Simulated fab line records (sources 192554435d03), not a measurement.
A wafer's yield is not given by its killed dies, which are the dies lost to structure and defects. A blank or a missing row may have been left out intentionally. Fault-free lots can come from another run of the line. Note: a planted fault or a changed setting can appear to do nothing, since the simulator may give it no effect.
Lot-split experiment | flow n5 finfet | on a route of 1938 steps: 7 lots, 21 wafers read

SPLIT DETAILS
At N5_BEOL_M2_ILD_DEP_00 (deposits SiOC from DEMS/O2, target thk 79 nm, time 15.3 s), the setting time s was moved away from the recipe's 15.3 s on 12 of the 21 wafers read, by -4.4% to +14.5%. The other wafers ran this setting at the recipe's value.

There is no step in the file separating the split from the reading.

THE READING
M2_ILD_THK, in nm, at N5_BEOL_M2_THK_MEAS_01. A value of 79.0 nm with a standard deviation of 1.1 nm is what fault-free wafers of this fab line usually give.

wafer  | tool, chamber at the split | time s as run, s | against the recipe | M2_ILD_THK, nm | against lot-mates on the recipe
L074.2 | pecvd-03, 0                | 16.36            | +6.9%              | 83.1           | +3.2
L074.5 | pecvd-03, 1                | 15.3             | recipe             | 79.9           | -
L074.6 | pecvd-03, 2                | 16.36            | +6.9%              | 85.4           | +5.5
L076.2 | pecvd-03, 2                | 17.52            | +14.5%             | 90.9           | +11.7
L076.3 | pecvd-03, 1                | 15.3             | recipe             | 78.9           | -
L076.5 | pecvd-03, 1                | 15.3             | recipe             | 79.6           | -
L082.1 | pecvd-02, 0                | 16.31            | +6.6%              | 83.3           | +4.4
L082.3 | pecvd-02, 2                | 15.3             | recipe             | 78.9           | -
L082.6 | pecvd-02, 0                | 16.31            | +6.6%              | 85.3           | +6.4
L083.1 | pecvd-03, 0                | 15.3             | recipe             | 77.5           | -
L083.2 | pecvd-03, 1                | 15.3             | recipe             | 78.3           | -
L083.6 | pecvd-03, 1                | 15.3             | recipe             | 79.4           | -
L084.1 | pecvd-02, 2                | 14.63            | -4.4%              | 75.5           | -3.9
L084.5 | pecvd-02, 2                | 14.63            | -4.4%              | 75.7           | -3.7
L084.6 | pecvd-02, 0                | 15.3             | recipe             | 79.4           | -
L085.2 | pecvd-02, 0                | 16.68            | +9.0%              | 84.3           | no lot-mate on the recipe
L085.3 | pecvd-02, 2                | 16.68            | +9.0%              | 83.6           | no lot-mate on the recipe
L085.6 | pecvd-02, 0                | 16.68            | +9.0%              | 85.6           | no lot-mate on the recipe
L086.1 | pecvd-01, 0                | 16.97            | +10.9%             | 86.1           | +6.6
L086.2 | pecvd-01, 1                | 16.97            | +10.9%             | 85.8           | +6.3
L086.3 | pecvd-01, 2                | 15.3             | recipe             | 79.5           | -

THE FIT
A straight line over all 21 wafers: M2_ILD_THK changes by +0.711 nm for each +1% of time s; r = +0.97; the points scatter about the line by 0.99 nm.
The same after taking each lot's own level away (the mean of its wafers on the recipe; 18 wafers): +0.722 nm for each +1%; r = +0.97; scatter 0.94 nm.
That fit puts the effect of the largest move of time s on the reading at 10 nm.
The lots' own levels span 78.40 to 79.90 nm, that is 1.4 times the standard deviation above.
Hence the lot-to-lot level has little effect on the slope; both slopes agree.
Check: for one of the wafers moved furthest among these (+14.5%), held out of the fit, the line's prediction against its lot-mates is +9.68 nm. It came out at +11.7 nm against them.

THE WHOLE CHAIN: every reading that the file lists as answering this split, in the file's order
step                   | what it does                                              | reading                                                                            | change (the file's fit)               | r (the file's)
N5_BEOL_M2_ILD_DEP_00  | deposits SiOC from DEMS/O2, target thk 79 nm, time 15.3 s | SiOC_of_BEOL_M2_ILD_DEP_00.thk nm (the simulator's own value, which no gauge read) | +0.742 nm for each +1% of the setting | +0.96
N5_BEOL_M2_THK_MEAS_01 |                                                           | M2_ILD_THK                                                                         | +0.735 for each +1% of the setting    | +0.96

THE FILE'S OWN FIT
M2_ILD_THK changes by +0.735 nm for each +1% of time s, r = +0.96.
